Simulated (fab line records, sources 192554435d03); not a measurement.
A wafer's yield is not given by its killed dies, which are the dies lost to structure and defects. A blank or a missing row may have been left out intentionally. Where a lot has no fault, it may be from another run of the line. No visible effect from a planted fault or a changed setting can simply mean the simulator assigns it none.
Problem report, 8D (eight disciplines) form, completed by code :: flow n5_finfet :: the parts of the form that need people (team, actions taken, sign-off) are left out

== 1. WHAT WENT WRONG ==
At N5_PASSIVATION_PROBE_49, killed_at_M4_up averages 114 over 6 wafers from 2 lots, while fault-free wafers read 14, standard deviation 5.3. That is +19 standard deviations from the usual mean.
First observed at day 17 02:21: wafer L941.2, on prober-01. At this step, 9 wafers from 3 lots have a number in the record. The rule behind "out" and "out of limits": a value lying over 4 standard deviations away from the usual mean. All remaining wafers that have a number are taken as sound.

== 2. WHAT IT IS, AND WHAT IT ISN'T ==
question: which readings at this step
is: killed_at_M4_up
is not: killed_at_M0_to_M3, killed_at_contacts, killed_at_front_end, killed_at_other, killed_open, sort_bin_6_memory

question: which lots
is: L941, L942
is not: L929

question: which wafers of those lots
is: all that have a number
is not: -

question: read on which tools
is: prober-01, prober-02
is not: -

question: when
is: from day 17 02:21
is not: up to then (3 sound wafers)

== 3. THE SUSPECTS, EACH WITH WHAT RULES IT OUT ==
Counting: any tool at a process step up to the reading is kept as a suspect provided that every lot that is out went through it and no sound lot did after the first of them.
- rie_diel-03 at N5_BEOL_M7_TRENCH_ETCH_37 (etches SiCOH lowk in C4F6/O2, target depth 93.478 nm, time 31.2 s): kept. It ran every lot that is out, first L941 (day 13 20:21), and no sound lot after that; its last sound lot up to then is L929 (day 11 01:37).
Remaining after the count: rie_diel-03 at N5_BEOL_M7_TRENCH_ETCH_37.

== 4. THE CAUSE (what the simulator had put in) ==
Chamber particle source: rie_diel-03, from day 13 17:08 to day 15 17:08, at N5_BEOL_M7_TRENCH_ETCH_37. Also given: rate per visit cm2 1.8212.
After counting, this tool was the only one left.

== 5. SEQUENCE OF EFFECTS, ordered by route ==
One row per reading whose mean, taken over the struck wafers that have a number, lies over 3 standard deviations from the usual. Only readings for which the record gives a usual standard deviation are gone through. hours: the time from each lot's start at the first step in this table that gives one to its start at this step, as a median over the lots. sigmas: the change in usual standard deviations.
hours: 0
step: N5_PASSIVATION_PROBE_49
reading: defect_limited_yield
usual: 91.5 %
on struck wafers: 83.9
change: -7.6
sigmas: -5.9

hours: 0
step: N5_PASSIVATION_PROBE_49
reading: killed_at_M4_up
usual: 14
on struck wafers: 114
change: +100
sigmas: +19

hours: 0
step: N5_PASSIVATION_PROBE_49
reading: killed_dies
usual: 101
on struck wafers: 190
change: +89
sigmas: +5.6

hours: 0
step: N5_PASSIVATION_PROBE_49
reading: killed_on_rim
usual: 13
on struck wafers: 28
change: +15
sigmas: +4.4

hours: 0
step: N5_PASSIVATION_PROBE_49
reading: sort_bin_5_function
usual: 5.0 %
on struck wafers: 9.4
change: +4.4
sigmas: +5.1

hours: 0
step: N5_PASSIVATION_PROBE_49
reading: sort_n_pass
usual: 1079
on struck wafers: 990
change: -89
sigmas: -5.6

hours: 0
step: N5_PASSIVATION_PROBE_49
reading: sort_yield_pct
usual: 91.5 %
on struck wafers: 83.9
change: -7.6
sigmas: -5.9
Here are the process steps it includes:
- N5_PASSIVATION_PROBE_49

== 6. HOW IT WOULD HAVE BEEN CAUGHT EARLIER ==
The fault began at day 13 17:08; the first out-of-limits reading in this record came at day 17 02:21, 81 hours later.
Tool readings at N5_BEOL_M7_TRENCH_ETCH_37 with a usual standard deviation given in the record: none out on any struck wafer, hence no alarm at a limit of 4 standard deviations on them.
Lots out: 2; all had begun N5_BEOL_M7_TRENCH_ETCH_37 on rie_diel-03 by day 17 02:21. Holding the tool at that point would not have protected any of them.
